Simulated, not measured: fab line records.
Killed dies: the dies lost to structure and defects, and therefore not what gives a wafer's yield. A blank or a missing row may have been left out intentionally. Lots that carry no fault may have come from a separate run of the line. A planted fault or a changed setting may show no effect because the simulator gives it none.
fab line records	flow nand_harc
record lots=16	wafers=48	last_day=33
route steps=1302 shown P_CONTACT@244 P_M0@260
lots untouched by any fault: they come from a run of this same line in which no faults occurred
start_h: start of the lot's first displayed wafer, in hours after the record's first day	wait_h: time in hours since the lot's previous step	" same as the row above	L1.1+2: several wafers, shown together as one row	- no value present, or no start provided	* or withheld: withheld	< > ~ a bound
route shown NAME@n: a module of which the file shows steps, and the number in the route of the first	usual: average and standard deviation across the fault-free wafers	same: alike in all rows	chamber/n: place in a boat	sites: readings site by site	_std_site: standard deviation across them	_edge_site: outer sites' mean less inner sites'	radius_mm: for every site, how far away it sits from the centre of the wafer	mask NAME#n: copy n	behind: the tool/chamber that last shaped the wafer	hold: why the lot was held/for how many hours/how that ended	device: whichever transistor did not switch (one of n, p or np)	end of line: tests run on the same wafers once the route is complete	a step given without rows: its recipe and nothing more	killed: dies lost to structure and defects at the first sort, not the wafer's yield	map: the dies of a wafer, with x for killed, . for not killed, _ for no die there
set.NAME: the run value of the setting; set.NAME@STEP: its run value at that earlier step	model.NAME: the simulator's own value behind a step, which no gauge read
a sample of lots followed through the steps of the route, with each step as a table and each wafer as a row
services: when a tool's chamber went out of use (start_h, in hours from the record's first day, below 0 if earlier), for how many hours, and the reason
## steps
# step NHARC_P_CONTACT_DEGAS_38
# recipe temp_c=300	time_s=60
# usual heater_power_w=481/69
lot.wafer	tool	chamber	start_h	wait_h	heater_power_w
L765.4	pvd_sputter-02	-	122.12	-	457
L765.1	"	-	"	"	430
L765.6	"	-	"	"	624
L766.2	pvd_sputter-03	-	126.49	-	509
L766.1	"	-	"	"	492
L766.5	"	-	"	"	503
L767.2	pvd_sputter-02	-	136.11	-	419
L767.6	"	-	"	"	425
L767.5	"	-	"	"	452
L769.3	pvd_sputter-01	-	161.06	-	407
L769.1	"	-	"	"	476
L769.6	"	-	"	"	476
L771.4	pvd_sputter-01	-	177.58	-	414
L771.2	"	-	"	"	472
L771.3	"	-	"	"	549
L772.4	pvd_sputter-01	-	193.10	-	541
L772.2	"	-	"	"	401
L772.3	"	-	"	"	470
L774.2	pvd_sputter-02	-	209.76	-	467
L774.1	"	-	"	"	451
L774.4	"	-	"	"	414
L776.3	pvd_sputter-02	-	227.21	-	464
L776.2	"	-	"	"	595
L776.1	"	-	"	"	434
L777.1	pvd_sputter-03	-	236.36	-	527
L777.2	"	-	"	"	523
L777.6	"	-	"	"	510
L779.3	pvd_sputter-03	-	266.07	-	525
L779.4	"	-	"	"	362
L779.6	"	-	"	"	357
L778.1	pvd_sputter-03	-	268.79	-	511
L778.2	"	-	"	"	365
L778.6	"	-	"	"	358
L780.3	pvd_sputter-02	-	269.25	-	621
L780.4	"	-	"	"	415
L780.2	"	-	"	"	449
L781.2	pvd_sputter-02	-	277.80	-	423
L781.6	"	-	"	"	450
L781.5	"	-	"	"	420
L782.4	pvd_sputter-03	-	290.19	-	497
L782.2	"	-	"	"	518
L782.5	"	-	"	"	508
L784.4	pvd_sputter-03	-	320.50	-	480
L784.2	"	-	"	"	529
L784.6	"	-	"	"	491
L787.3	pvd_sputter-03	-	345.21	-	374
L787.6	"	-	"	"	512
L787.5	"	-	"	"	354
# step NHARC_P_M0_EXPOSE_06
# recipe na=1.35	target_cd_nm=90	dose_mj=81.28	mask_id=P_M0
# usual exposure_dose_mJ_cm2=81.21/0.1	focus_offset_nm=-0.1/0.52
# same na=1.35
lot.wafer	tool	chamber	start_h	wait_h	mask	exposure_dose_mJ_cm2	focus_offset_nm
L765.1	arfi_scanner-01	0	124.37	-	P_M0#0	81.38	-0.1
L765.4	"	0	"	"	P_M0#0	81.32	0.1
L765.6	"	0	"	"	P_M0#0	81.46	0.1
L766.1	arfi_scanner-01	0	128.61	-	P_M0#0	81.32	-0.9
L766.2	"	0	"	"	P_M0#0	81.31	-1.9
L766.5	"	0	"	"	P_M0#0	81.38	-1.1
L767.2	arfi_scanner-01	0	138.24	-	P_M0#0	81.39	0.1
L767.5	"	0	"	"	P_M0#0	81.20	-0.1
L767.6	"	0	"	"	P_M0#0	81.39	-0.4
L769.1	arfi_scanner-03	0	163.32	-	P_M0#0	81.28	0.4
L769.3	"	0	"	"	P_M0#0	81.25	-0.5
L769.6	"	0	"	"	P_M0#0	81.26	0.2
L771.2	arfi_scanner-03	0	179.96	-	P_M0#0	81.27	0.6
L771.3	"	0	"	"	P_M0#0	81.32	0.5
L771.4	"	0	"	"	P_M0#0	81.11	0.3
L772.2	arfi_scanner-02	0	195.35	-	P_M0#0	81.27	0.0
L772.3	"	0	"	"	P_M0#0	81.23	-1.0
L772.4	"	0	"	"	P_M0#0	81.25	-1.4
L774.1	arfi_scanner-02	0	211.88	-	P_M0#0	81.12	-0.7
L774.2	"	0	"	"	P_M0#0	81.05	-0.4
L774.4	"	0	"	"	P_M0#0	81.08	0.8
L776.1	arfi_scanner-03	0	229.35	-	P_M0#0	81.23	0.3
L776.2	"	0	"	"	P_M0#0	81.34	0.2
L776.3	"	0	"	"	P_M0#0	81.22	-0.1
L777.1	arfi_scanner-03	0	238.79	-	P_M0#0	102.20	0.0
L777.2	"	0	"	"	P_M0#0	102.29	0.4
L777.6	"	0	"	"	P_M0#0	102.22	0.5
L779.3	arfi_scanner-02	0	268.34	-	P_M0#0	81.15	-0.3
L779.4	"	0	"	"	P_M0#0	81.19	-0.2
L779.6	"	0	"	"	P_M0#0	81.18	-0.6
L778.1	arfi_scanner-03	0	271.05	-	P_M0#0	98.01	0.3
L778.2	"	0	"	"	P_M0#0	97.99	0.9
L778.6	"	0	"	"	P_M0#0	98.12	-0.1
L780.2	arfi_scanner-02	0	272.09	-	P_M0#0	81.13	-0.5
L780.3	"	0	"	"	P_M0#0	81.16	0.3
L780.4	"	0	"	"	P_M0#0	80.96	-0.2
L781.2	arfi_scanner-03	0	280.38	-	P_M0#0	94.76	-0.2
L781.5	"	0	"	"	P_M0#0	94.67	1.0
L781.6	"	0	"	"	P_M0#0	94.70	1.0
L782.2	arfi_scanner-03	0	292.32	-	P_M0#0	94.07	-0.5
L782.4	"	0	"	"	P_M0#0	94.16	-0.4
L782.5	"	0	"	"	P_M0#0	94.08	-0.7
L784.2	arfi_scanner-02	0	322.98	-	P_M0#0	81.04	0.6
L784.4	"	0	"	"	P_M0#0	81.11	0.6
L784.6	"	0	"	"	P_M0#0	81.04	0.2
L787.3	arfi_scanner-02	0	347.51	-	P_M0#0	81.13	-0.1
L787.5	"	0	"	"	P_M0#0	81.04	-0.1
L787.6	"	0	"	"	P_M0#0	81.06	-0.5
# step NHARC_P_M0_CD_MEAS_09
# recipe target_cd_nm=90	landing_energy_ev=500
# usual cd_nm=89.6/1
lot.wafer	tool	chamber	start_h	wait_h	cd_nm
L765.1	cd_sem-01	0	124.52	-	88.2
L765.4	"	0	"	"	87.7
L765.6	"	0	"	"	89.1
L766.1	cd_sem-03	0	128.75	-	87.3
L766.2	"	0	"	"	88.4
L766.5	"	0	"	"	88.1
L767.2	cd_sem-03	0	138.38	-	91.5
L767.5	"	0	"	"	89.9
L767.6	"	0	"	"	90.4
L769.1	cd_sem-03	0	163.46	-	88.9
L769.3	"	0	"	"	88.7
L769.6	"	0	"	"	88.2
L771.2	cd_sem-01	0	180.10	-	91.8
L771.3	"	0	"	"	90.6
L771.4	"	0	"	"	90.5
L772.2	cd_sem-01	0	195.49	-	89.3
L772.3	"	0	"	"	88.2
L772.4	"	0	"	"	89.6
L774.1	cd_sem-03	0	212.02	-	90.4
L774.2	"	0	"	"	90.6
L774.4	"	0	"	"	89.1
L776.1	cd_sem-02	0	229.49	-	88.2
L776.2	"	0	"	"	88.9
L776.3	"	0	"	"	89.3
L777.1	cd_sem-01	0	238.93	-	104.8
L777.2	"	0	"	"	104.8
L777.6	"	0	"	"	104.9
L779.3	cd_sem-03	0	268.47	-	90.9
L779.4	"	0	"	"	89.6
L779.6	"	0	"	"	91.8
L778.1	cd_sem-01	0	271.19	-	100.7
L778.2	"	0	"	"	101.3
L778.6	"	0	"	"	100.5
L780.2	cd_sem-03	0	272.23	-	88.6
L780.3	"	0	"	"	89.6
L780.4	"	0	"	"	87.8
L781.2	cd_sem-03	0	280.52	-	100.4
L781.5	"	0	"	"	100.0
L781.6	"	0	"	"	98.9
L782.2	cd_sem-02	0	292.46	-	99.2
L782.4	"	0	"	"	99.7
L782.5	"	0	"	"	99.3
L784.2	cd_sem-02	0	323.12	-	88.4
L784.4	"	0	"	"	88.4
L784.6	"	0	"	"	88.0
L787.3	cd_sem-02	0	347.65	-	89.8
L787.5	"	0	"	"	90.7
L787.6	"	0	"	"	90.4
# step NHARC_P_M0_DESCUM_14
# recipe time_s=3	o2_flow_sccm=200	ar_flow_sccm=0	bias_power_w=0	chemistry=O2
# usual drypump_motor_current_A=6.2/0.41	oes_product_au=0.996/0.0094	rf_vpp_V=57.7/0.92	showerhead_plenum_p_Torr=1.92/0.088	throttle_valve_pct=11.311/0.0095
lot.wafer	tool	chamber	start_h	wait_h	drypump_motor_current_A	oes_product_au	rf_hours_counter_h	rf_vpp_V	showerhead_plenum_p_Torr	throttle_valve_pct
L765.1	rie_diel-09	2	124.72	0.1	5.1	0.995	49	57.6	1.79	11.312
L765.4	"	3	"	"	5.2	0.989	40	58.9	1.91	11.318
L765.6	"	0	"	"	5.7	1.006	-	58.3	1.77	11.319
L766.2	rie_diel-02	2	128.93	0.1	6.5	0.988	7	58.1	1.92	11.327
L766.1	"	0	"	"	6.2	0.995	7	58.9	2.04	11.317
L766.5	"	3	"	"	6.6	0.998	-	57.2	1.81	11.332
L767.2	rie_diel-02	0	138.57	0.1	6.2	0.994	9	59.0	2.04	11.322
L767.5	"	3	"	"	6.6	0.998	-	57.4	1.81	11.307
L767.6	"	0	"	"	6.2	0.994	-	57.5	2.04	11.297
L769.1	rie_diel-13	3	163.65	0.1	5.9	0.993	58	56.6	1.78	11.318
L769.3	"	0	"	"	6.0	1.020	62	57.9	2.01	11.293
L769.6	"	0	"	"	6.0	1.019	-	58.2	2.01	11.301
L771.4	rie_diel-13	1	180.28	0.1	6.4	0.971	1	58.2	2.00	11.335
L771.3	"	2	"	"	5.5	0.983	1	57.7	2.01	11.310
L771.2	"	0	"	"	6.0	0.998	1	58.7	2.01	11.308
L772.2	rie_diel-13	1	195.73	0.1	6.4	0.985	3	57.9	2.00	11.297
L772.4	"	3	"	"	5.9	0.996	4	59.0	1.78	11.314
L772.3	"	0	"	"	6.0	1.000	3	56.7	2.00	11.332
L774.1	rie_diel-02	1	212.21	0.1	6.6	1.001	23	58.0	1.91	11.304
L774.4	"	3	"	"	6.6	0.995	23	57.5	1.80	11.312
L774.2	"	0	"	"	6.1	0.989	18	58.5	2.03	11.320
L776.3	rie_diel-02	1	229.68	0.1	6.6	0.994	1	58.9	1.90	11.308
L776.2	"	2	"	"	6.4	0.992	2	57.2	1.92	11.307
L776.1	"	3	"	"	6.6	0.992	1	57.1	1.80	11.306
L777.1	rie_diel-13	2	239.12	0.1	5.4	0.986	21	58.5	2.00	11.304
L777.2	"	0	"	"	6.0	1.006	21	60.2	2.00	11.300
L777.6	"	2	"	"	5.4	0.987	-	57.3	2.00	11.299
L779.4	rie_diel-02	3	268.66	0.1	6.6	0.983	5	56.2	1.80	11.326
L779.3	"	1	"	"	6.6	0.979	6	56.7	1.90	11.317
L779.6	"	3	"	"	6.6	0.992	-	56.7	1.80	11.324
L778.2	rie_diel-02	2	271.39	0.1	6.5	0.977	7	58.1	1.92	11.301
L778.1	"	0	"	"	6.2	1.005	5	58.2	2.03	11.316
L778.6	"	1	"	"	6.6	0.994	-	58.4	1.90	11.315
L780.4	rie_diel-02	1	272.42	0.1	6.6	0.992	7	58.6	1.90	11.316
L780.2	"	3	"	"	6.6	0.998	6	56.5	1.80	11.309
L780.3	"	0	"	"	6.2	1.001	5	58.4	2.03	11.295
L781.2	rie_diel-02	0	280.72	0.1	6.1	1.004	7	59.4	2.03	11.309
L781.6	"	2	"	"	6.5	0.975	-	56.5	1.92	11.299
L781.5	"	3	"	"	6.6	1.001	-	56.6	1.80	11.308
L782.2	rie_diel-02	1	292.78	0.2	6.6	1.001	12	57.9	1.90	11.295
L782.5	"	0	"	"	6.2	1.013	-	57.5	2.03	11.315
L782.4	"	2	"	"	6.5	0.991	-	57.3	1.92	11.303
L784.2	rie_diel-02	3	323.31	0.1	6.6	0.994	17	57.9	1.80	11.310
L784.4	"	0	"	"	6.1	1.001	19	58.9	2.03	11.305
L784.6	"	2	"	"	6.4	0.997	-	56.4	1.91	11.293
L787.3	rie_diel-02	3	347.84	0.1	6.6	0.989	23	56.1	1.80	11.303
L787.6	"	2	"	"	6.5	0.988	-	57.8	1.91	11.305
L787.5	"	3	"	"	6.6	1.003	-	57.3	1.80	11.320
# step NHARC_P_M0_ETCH_15
# recipe target_depth_a=1500	overetch_a=150	time_s=82.5	c4f8_flow_sccm=withheld	ar_flow_sccm=400	rf_w=600	bias_w=300	chemistry=C4F8/Ar
# usual oes_product_au=0.960/0.017	rf_vpp_V=441.1/2.9
lot.wafer	tool	chamber	start_h	wait_h	oes_product_au	rf_hours_counter_h	rf_vpp_V
L765.1	rie_diel-02	1	-	-	0.991	8	440.6
L765.4	"	3	"	"	0.998	-	435.5
L765.6	"	0	"	"	0.989	-	443.7
L766.1	rie_diel-02	2	-	-	0.908	7	441.7
L766.2	"	3	"	"	0.961	9	436.9
L766.5	"	1	"	"	0.975	-	441.2
L767.2	rie_diel-02	0	-	-	0.947	9	444.6
L767.5	"	3	"	"	0.946	-	438.1
L767.6	"	0	"	"	0.937	-	443.9
L769.1	rie_diel-13	0	-	-	0.954	62	443.6
L769.3	"	1	"	"	0.944	63	443.9
L769.6	"	0	"	"	0.959	-	444.1
L771.4	rie_diel-13	0	-	-	0.974	1	443.7
L771.2	"	2	"	"	0.960	1	443.0
L771.3	"	3	"	"	0.965	1	436.9
L772.3	rie_diel-13	3	-	-	0.951	4	437.5
L772.4	"	0	"	"	0.964	3	444.5
L772.2	"	1	"	"	0.944	3	444.5
L774.4	rie_diel-02	1	-	-	0.960	23	441.6
L774.2	"	2	"	"	0.959	21	441.0
L774.1	"	0	"	"	0.971	18	445.0
L776.2	rie_diel-02	3	-	-	0.964	1	436.7
L776.3	"	1	"	"	0.957	1	440.3
L776.1	"	2	"	"	0.949	2	440.9
L777.1	rie_diel-13	3	-	-	0.958	21	437.5
L777.2	"	0	"	"	0.960	22	443.9
L777.6	"	3	"	"	0.961	-	434.7
L779.4	rie_diel-02	2	-	-	0.954	7	441.5
L779.3	"	0	"	"	0.957	5	444.6
L779.6	"	1	"	"	0.968	-	440.3
L778.1	rie_diel-02	0	-	-	0.964	5	445.8
L778.2	"	1	"	"	0.945	6	440.4
L778.6	"	0	"	"	0.959	-	444.7
L780.4	rie_diel-02	0	-	-	0.961	6	443.4
L780.3	"	1	"	"	0.945	7	441.3
L780.2	"	2	"	"	0.931	7	441.7
L781.2	rie_diel-02	2	-	-	0.955	8	441.5
L781.6	"	1	"	"	0.968	-	440.9
L781.5	"	2	"	"	0.958	-	441.8
L782.2	rie_diel-02	1	-	-	0.961	12	440.2
L782.5	"	2	"	"	0.938	-	440.9
L782.4	"	0	"	"	0.955	-	444.5
L784.4	rie_diel-02	3	-	-	0.954	17	436.6
L784.2	"	1	"	"	0.967	19	440.8
L784.6	"	0	"	"	0.972	-	445.0
L787.3	rie_diel-02	0	-	-	0.977	23	444.8
L787.6	"	2	"	"	0.952	-	441.4
L787.5	"	3	"	"	0.959	-	436.0
## services
tool	chamber	start_h	hours	kind
rie_diel-13	3	98.55	7.5	repair
rie_diel-02	1	100.53	2.7	repair
rie_diel-02	0	111.93	9.2	repair
rie_diel-02	2	117.46	9.4	repair
arfi_scanner-03	-	160.21	1.1	repair
rie_diel-02	2	162.77	3.7	repair
rie_diel-13	-	165.07	9.0	pm
pvd_sputter-03	-	170.00	10.0	pm
arfi_scanner-03	-	175.78	0.9	repair
rie_diel-02	0	187.84	16.3	repair
rie_diel-02	1	195.46	4.7	repair
arfi_scanner-03	-	196.02	4.0	pm
pvd_sputter-03	-	207.45	4.8	repair
arfi_scanner-03	-	214.40	1.5	repair
rie_diel-13	1	215.77	10.2	repair
rie_diel-02	-	217.04	9.0	pm
arfi_scanner-03	-	236.14	0.3	repair
rie_diel-02	-	246.15	0.7	repair
rie_diel-13	0	282.21	20.6	repair
rie_diel-02	3	288.04	6.1	repair
arfi_scanner-03	-	294.55	0.4	repair
rie_diel-13	0	320.88	6.4	repair
rie_diel-13	-	343.67	9.0	pm
pvd_sputter-03	-	348.00	10.0	pm
## key
first_sign step=NHARC_P_M0_EXPOSE_06	reading=exposure_dose_mJ_cm2	direction=up	sigmas=99+	usual=81.21	struck=97.27
effect step=NHARC_P_M0_CD_MEAS_09	reading=cd_nm	direction=up	sigmas=11	usual=89.6	struck=101.2	through=control_loop
met_at NHARC_P_M0_EXPOSE_06
struck_lots L777,L778,L781,L782
sort_left_out L777.1,L777.2,L777.6,L778.1,L778.2,L778.6,L781.2,L781.5,L781.6,L782.2,L782.4,L782.5
loop_trim step=NHARC_P_M0_EXPOSE_06	setting=dose	lots=L778,L781,L782
not_acting_at NHARC_P_CONTACT_DEGAS_38,NHARC_P_M0_DESCUM_14,NHARC_P_M0_ETCH_15
onset_between 229.35 238.79
fault kind=process_parameter_drift	tool=arfi_scanner-03	chamber=-	onset_h=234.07	steps=NHARC_P_M0_EXPOSE_06	channel=dose_mj	offset=20.977	shape=step	acts_in=these_recipes_only	stated=81.28
# sort_left_out: the simulated sort isn't trusted on such a fault, so these wafers' sort isn't shown, and their yield isn't known
# loop_trim: a control loop set the setting to another value than it would have without faults
